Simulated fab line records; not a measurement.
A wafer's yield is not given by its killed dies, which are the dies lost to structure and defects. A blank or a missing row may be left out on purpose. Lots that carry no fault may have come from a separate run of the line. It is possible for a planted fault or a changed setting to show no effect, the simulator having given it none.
What tool caused it? :: flow n5 finfet :: 36 wafers from 12 lots sampled at 4 of the route's 1938 steps

WHAT THE GAUGES SHOWED, per wafer
The record lacks any reading of a measuring or inspecting step that a usual standard deviation could be used to judge.

TOOL THAT RAN EACH LOT (tool first, then ch and the chambers of the sampled wafers, then the start)
lot: L539
N5_FIN_SAQP_ETCH_65: rie si-06 ch 1,3, day 2 00:49
N5_FIN_SAQP_RECESS_63: vapor etch-02 ch 1, day 2 00:56
N5_FIN_SAQP_ETCH_34: rie diel-03 ch 0,2, day 2 02:33
N5_FIN_CUT_COAT_29: litho track-01 ch 0, day 2 03:07

lot: L540
N5_FIN_SAQP_ETCH_65: rie si-06 ch 0,1, day 2 07:53
N5_FIN_SAQP_RECESS_63: vapor etch-02 ch 0,1, day 2 07:59
N5_FIN_SAQP_ETCH_34: rie diel-06 ch 2,3, day 2 09:55
N5_FIN_CUT_COAT_29: litho track-02 ch 0, day 2 10:25

lot: L541
N5_FIN_SAQP_ETCH_65: rie si-06 ch 0,1,3, day 2 11:47
N5_FIN_SAQP_RECESS_63: vapor etch-01 ch 1, day 2 11:54
N5_FIN_SAQP_ETCH_34: rie diel-05 ch 0,1,2, day 2 13:19
N5_FIN_CUT_COAT_29: litho track-04 ch 0, day 2 13:50

lot: L544
N5_FIN_SAQP_ETCH_65: rie si-03 ch 0,1, day 3 06:43
N5_FIN_SAQP_RECESS_63: vapor etch-02 ch 0,1, day 3 06:57
N5_FIN_SAQP_ETCH_34: rie diel-03 ch 0,3, day 3 08:37
N5_FIN_CUT_COAT_29: litho track-04 ch 0, day 3 09:23

lot: L547
N5_FIN_SAQP_ETCH_65: rie si-03 ch 0,2,3, day 4 00:24
N5_FIN_SAQP_RECESS_63: vapor etch-01 ch 1, day 4 00:38
N5_FIN_SAQP_ETCH_34: rie diel-05 ch 0,1, day 4 02:40
N5_FIN_CUT_COAT_29: litho track-02 ch 0, day 4 03:10

lot: L548
N5_FIN_SAQP_ETCH_65: rie si-06 ch 1,2, day 4 07:53
N5_FIN_SAQP_RECESS_63: vapor etch-02 ch 0,1, day 4 08:00
N5_FIN_SAQP_ETCH_34: rie diel-06 ch 0,2,3, day 4 09:30
N5_FIN_CUT_COAT_29: litho track-02 ch 0, day 4 10:01

lot: L549
N5_FIN_SAQP_ETCH_65: rie si-03 ch 0,2,3, day 4 12:50
N5_FIN_SAQP_RECESS_63: vapor etch-01 ch 1, day 4 12:57
N5_FIN_SAQP_ETCH_34: rie diel-03 ch 0,1,2, day 4 15:31
N5_FIN_CUT_COAT_29: litho track-01 ch 0, day 4 16:02

lot: L550
N5_FIN_SAQP_ETCH_65: rie si-03 ch 1,2, day 4 18:09
N5_FIN_SAQP_RECESS_63: vapor etch-01 ch 0,1, day 4 18:16
N5_FIN_SAQP_ETCH_34: rie diel-05 ch 0,2,3, day 4 19:49
N5_FIN_CUT_COAT_29: litho track-02 ch 0, day 4 20:19

lot: L553
N5_FIN_SAQP_ETCH_65: rie si-03 ch 0,1,2, day 5 11:46
N5_FIN_SAQP_RECESS_63: vapor etch-02 ch 0,1, day 5 11:53
N5_FIN_SAQP_ETCH_34: rie diel-05 ch 0,1,3, day 5 13:17
N5_FIN_CUT_COAT_29: litho track-04 ch 0, day 5 13:48

lot: L554
N5_FIN_SAQP_ETCH_65: rie si-03 ch 1,2,3, day 5 19:14
N5_FIN_SAQP_RECESS_63: vapor etch-02 ch 0,1, day 5 19:21
N5_FIN_SAQP_ETCH_34: rie diel-06 ch 2,3, day 5 20:45
N5_FIN_CUT_COAT_29: litho track-02 ch 0, day 5 21:15

lot: L556
N5_FIN_SAQP_ETCH_65: rie si-01 ch 0,2, day 6 06:56
N5_FIN_SAQP_RECESS_63: vapor etch-02 ch 0,1, day 6 07:03
N5_FIN_SAQP_ETCH_34: rie diel-03 ch 2,3, day 6 08:49
N5_FIN_CUT_COAT_29: litho track-02 ch 0, day 6 09:19

lot: L558
N5_FIN_SAQP_ETCH_65: rie si-03 ch 0,1,3, day 6 18:41
N5_FIN_SAQP_RECESS_63: vapor etch-02 ch 0,1, day 6 18:48
N5_FIN_SAQP_ETCH_34: rie diel-05 ch 0,1, day 6 20:12
N5_FIN_CUT_COAT_29: litho track-04 ch 0, day 6 20:42
- N5_FIN_SAQP_ETCH_65: etches SiO2 in CF4, target depth 4 nm, time 4.4 s.
- N5_FIN_SAQP_RECESS_63: chemistry HF/NH3, target SiO2, target depth 18 nm, afs cycles 3, sublimation time 60 s.
- N5_FIN_SAQP_ETCH_34: etches SiO2 in C4F6/O2, target depth 45 nm, time 15 s.
- N5_FIN_CUT_COAT_29: time 60 s, resist thk 10 nm.

AS READ BY THE TOOLS THEMSELVES (means over the sampled wafers that have a number; for cases with no such wafer, the mark the record gives instead)
N5_FIN_SAQP_ETCH_65. Usual: drypump motor current A 5.9 A, standard deviation 0.35; oes product au 0.995 a.u., standard deviation 0.014; throttle valve pct 21.79 %, standard deviation 0.22.
lot: L539
tool: rie si-06
drypump motor current A (A): 5.6
oes product au (a.u.): 0.997
throttle valve pct (%): 21.81
flag: 

lot: L540
tool: rie si-06
drypump motor current A (A): 6.0
oes product au (a.u.): 1.011
throttle valve pct (%): 21.66
flag: 

lot: L541
tool: rie si-06
drypump motor current A (A): 5.8
oes product au (a.u.): 0.998
throttle valve pct (%): 21.66
flag: 

lot: L544
tool: rie si-03
drypump motor current A (A): 6.0
oes product au (a.u.): 0.983
throttle valve pct (%): 21.76
flag: 

lot: L547
tool: rie si-03
drypump motor current A (A): 5.8
oes product au (a.u.): 0.990
throttle valve pct (%): 21.74
flag: 

lot: L548
tool: rie si-06
drypump motor current A (A): 6.0
oes product au (a.u.): 1.001
throttle valve pct (%): 21.80
flag: 

lot: L549
tool: rie si-03
drypump motor current A (A): 5.8
oes product au (a.u.): 0.980
throttle valve pct (%): 21.75
flag: 

lot: L550
tool: rie si-03
drypump motor current A (A): 6.2
oes product au (a.u.): 0.999
throttle valve pct (%): 21.95
flag: 

lot: L553
tool: rie si-03
drypump motor current A (A): 6.0
oes product au (a.u.): 0.990
throttle valve pct (%): 21.85
flag: 

lot: L554
tool: rie si-03
drypump motor current A (A): 5.9
oes product au (a.u.): 0.988
throttle valve pct (%): 21.92
flag: 

lot: L556
tool: rie si-01
drypump motor current A (A): 5.5
oes product au (a.u.): 0.998
throttle valve pct (%): 21.71
flag: 

lot: L558
tool: rie si-03
drypump motor current A (A): 5.8
oes product au (a.u.): 0.994
throttle valve pct (%): 21.83
flag: 

N5_FIN_SAQP_RECESS_63. Usual: drypump motor current A reads 5.5 A (standard deviation 0.3).
lot: L539
tool: vapor etch-02
drypump motor current A (A): 5.8
flag: 

lot: L540
tool: vapor etch-02
drypump motor current A (A): 5.7
flag: 

lot: L541
tool: vapor etch-01
drypump motor current A (A): 5.4
flag: 

lot: L544
tool: vapor etch-02
drypump motor current A (A): 5.8
flag: 

lot: L547
tool: vapor etch-01
drypump motor current A (A): 5.4
flag: 

lot: L548
tool: vapor etch-02
drypump motor current A (A): 5.8
flag: 

lot: L549
tool: vapor etch-01
drypump motor current A (A): 5.4
flag: 

lot: L550
tool: vapor etch-01
drypump motor current A (A): 5.2
flag: 

lot: L553
tool: vapor etch-02
drypump motor current A (A): 5.7
flag: 

lot: L554
tool: vapor etch-02
drypump motor current A (A): 5.7
flag: 

lot: L556
tool: vapor etch-02
drypump motor current A (A): 5.8
flag: 

lot: L558
tool: vapor etch-02
drypump motor current A (A): 5.7
flag: 

N5_FIN_SAQP_ETCH_34. Usual: drypump motor current A 5.49 A, standard deviation 0.22; etch rf on time s 15.03 s, standard deviation 0.18; oes product au 0.68 a.u., standard deviation 0.071; rf vpp V 668 V, standard deviation 5.1; showerhead plenum p Torr 2.86 Torr, standard deviation 0.089; throttle valve pct 21.06 %, standard deviation 0.21.
lot: L539
tool: rie diel-03
drypump motor current A (A): 5.56
etch rf on time s (s): 14.85
oes product au (a.u.): 0.68
rf vpp V (V): 662
showerhead plenum p Torr (Torr): 2.72
throttle valve pct (%): 21.00
flag: 

lot: L540
tool: rie diel-06
drypump motor current A (A): 5.29
etch rf on time s (s): 14.87
oes product au (a.u.): 0.68
rf vpp V (V): 674
showerhead plenum p Torr (Torr): 2.87
throttle valve pct (%): 20.89
flag: 

lot: L541
tool: rie diel-05
drypump motor current A (A): 5.53
etch rf on time s (s): 15.27
oes product au (a.u.): 0.65
rf vpp V (V): 669
showerhead plenum p Torr (Torr): 2.92
throttle valve pct (%): 21.12
flag: 

lot: L544
tool: rie diel-03
drypump motor current A (A): 5.38
etch rf on time s (s): 15.04
oes product au (a.u.): 0.72
rf vpp V (V): 667
showerhead plenum p Torr (Torr): 2.87
throttle valve pct (%): 21.04
flag: 

lot: L547
tool: rie diel-05
drypump motor current A (A): 5.28
etch rf on time s (s): 15.24
oes product au (a.u.): 0.64
rf vpp V (V): 665
showerhead plenum p Torr (Torr): 2.95
throttle valve pct (%): 21.26
flag: 

lot: L548
tool: rie diel-06
drypump motor current A (A): 5.37
etch rf on time s (s): 15.08
oes product au (a.u.): 0.67
rf vpp V (V): 670
showerhead plenum p Torr (Torr): 2.82
throttle valve pct (%): 21.04
flag: 

lot: L549
tool: rie diel-03
drypump motor current A (A): 5.50
etch rf on time s (s): 14.98
oes product au (a.u.): 0.71
rf vpp V (V): 667
showerhead plenum p Torr (Torr): 2.80
throttle valve pct (%): 20.89
flag: 

lot: L550
tool: rie diel-05
drypump motor current A (A): 5.54
etch rf on time s (s): 15.11
oes product au (a.u.): 0.71
rf vpp V (V): 668
showerhead plenum p Torr (Torr): 2.91
throttle valve pct (%): 21.04
flag: 

lot: L553
tool: rie diel-05
drypump motor current A (A): 5.43
etch rf on time s (s): 15.10
oes product au (a.u.): 0.69
rf vpp V (V): 667
showerhead plenum p Torr (Torr): 2.93
throttle valve pct (%): 21.16
flag: 

lot: L554
tool: rie diel-06
drypump motor current A (A): 5.31
etch rf on time s (s): 15.03
oes product au (a.u.): 0.67
rf vpp V (V): 673
showerhead plenum p Torr (Torr): 2.86
throttle valve pct (%): 21.05
flag: 

lot: L556
tool: rie diel-03
drypump motor current A (A): 5.51
etch rf on time s (s): 14.83
oes product au (a.u.): 0.70
rf vpp V (V): 662
showerhead plenum p Torr (Torr): 2.72
throttle valve pct (%): 21.13
flag: 

lot: L558
tool: rie diel-05
drypump motor current A (A): 5.26
etch rf on time s (s): 15.09
oes product au (a.u.): 0.63
rf vpp V (V): 664
showerhead plenum p Torr (Torr): 2.94
throttle valve pct (%): 21.31
flag: 

N5_FIN_CUT_COAT_29. Usual: spin speed rpm reads 1499.9 rpm (standard deviation 1.1).
lot: L539
tool: litho track-01
spin speed rpm (rpm): 1499.3
flag: 

lot: L540
tool: litho track-02
spin speed rpm (rpm): 1500.2
flag: 

lot: L541
tool: litho track-04
spin speed rpm (rpm): 1500.4
flag: 

lot: L544
tool: litho track-04
spin speed rpm (rpm): 1499.7
flag: 

lot: L547
tool: litho track-02
spin speed rpm (rpm): 1498.6
flag: 

lot: L548
tool: litho track-02
spin speed rpm (rpm): 1499.9
flag: 

lot: L549
tool: litho track-01
spin speed rpm (rpm): 1501.5
flag: 

lot: L550
tool: litho track-02
spin speed rpm (rpm): 1499.8
flag: 

lot: L553
tool: litho track-04
spin speed rpm (rpm): 1498.9
flag: 

lot: L554
tool: litho track-02
spin speed rpm (rpm): 1552.3
flag: OFF

lot: L556
tool: litho track-02
spin speed rpm (rpm): 1553.9
flag: OFF

lot: L558
tool: litho track-04
spin speed rpm (rpm): 1499.1
flag: 

THE ANSWER, worked out from the rows above alone
Rule: take the mean of a lot's wafers that have a number; if it is more than 3 standard deviations from the usual mean, the lot is off. Also off: a lot with no number at a reading for which 4 or more lots have one. The other lots that the step has rows for count as sound. Order of review: gauges by route order, followed by the tools' own readings, for which a lot's mean as printed above is used. The first step at which some lot is off is used, and at that step the reading that is off furthest; a lot without a number counts as furthest.
Off: L554, L556, at N5_FIN_CUT_COAT_29 (spin speed rpm).
If a tool, at that step or one of the process steps before it, ran each lot that is off and ran no sound lot following the first of them, it fits. One fits: litho track-02 at N5_FIN_CUT_COAT_29. A fault onset in the window from L550 (day 4 20:19, its last sound lot) to L554 (day 5 21:15, its first lot off) fits.
The tool's own readings at N5_FIN_CUT_COAT_29 bear it out: on the lots that are off they differ by more than 5 times the standard deviation of the sound lots' means. spin speed rpm reads 1553.1 rpm there against 1499.7 rpm on the sound lots.

WHAT THE SIMULATOR PUT IN
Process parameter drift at N5_FIN_CUT_COAT_29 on litho track-02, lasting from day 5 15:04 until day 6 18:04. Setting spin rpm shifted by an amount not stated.
Lots struck among those shown: L554, L556. The same result came from the rule above.
